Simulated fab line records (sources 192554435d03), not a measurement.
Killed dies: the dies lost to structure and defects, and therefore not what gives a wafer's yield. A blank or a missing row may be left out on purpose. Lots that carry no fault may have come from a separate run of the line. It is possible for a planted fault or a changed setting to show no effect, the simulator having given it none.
What tool caused it? / flow n5-finfet / at 1 step of a route of 1938, 12 lots with 36 wafers sampled

WHAT THE GAUGES READ, wafer by wafer
N5_BEOL_M15_OVL_MEAS_11.
lot=L075; measured=day 12 13:15; on=overlay-01; V14_OVL (nm)=6 1 8
lot=L076; measured=day 12 22:35; on=overlay-02; V14_OVL (nm)=9 7 7
lot=L078; measured=day 13 16:56; on=overlay-02; V14_OVL (nm)=11 5 3
lot=L081; measured=day 13 23:21; on=overlay-02; V14_OVL (nm)=1 5 3
lot=L083; measured=day 14 11:08; on=overlay-02; V14_OVL (nm)=-2 -2 6
lot=L085; measured=day 15 02:59; on=overlay-02; V14_OVL (nm)=0 5 -1
lot=L088; measured=day 15 09:04; on=overlay-01; V14_OVL (nm)=-13 -7 -15
lot=L089; measured=day 15 14:45; on=overlay-02; V14_OVL (nm)=3 7 4
lot=L090; measured=day 16 01:14; on=overlay-02; V14_OVL (nm)=-5 0 -3
lot=L093; measured=day 16 16:05; on=overlay-02; V14_OVL (nm)=2 10 11
lot=L095; measured=day 17 03:46; on=overlay-01; V14_OVL (nm)=-4 -1 4
lot=L096; measured=day 18 10:26; on=overlay-02; V14_OVL (nm)=3 -2 4

WHAT TOOL EACH LOT RAN ON (gives the tool, then ch and the chambers of the sampled wafers, and finally the start)
No process step before these readings appears in the record.

THE ANSWER, worked out from the rows above alone
Rule: the lots themselves supply what counts as usual. Put in order of their means at a reading, lots are off if they are a third of the lots or fewer, leave a main group of 4 or more, and stand apart from it by a gap of 3 or more times the standard deviation of the main group's means; of several such gaps the widest counts. A main group is skipped when, at the precision printed for the reading in the tables above, its means are all equal. Also off: a lot with no number at a reading for which 4 or more lots have one. All remaining lots with rows at the step are treated as sound.
No lot is off at any reading shown: from this, nothing can be told.

WHAT THE SIMULATOR HAD PUT IN
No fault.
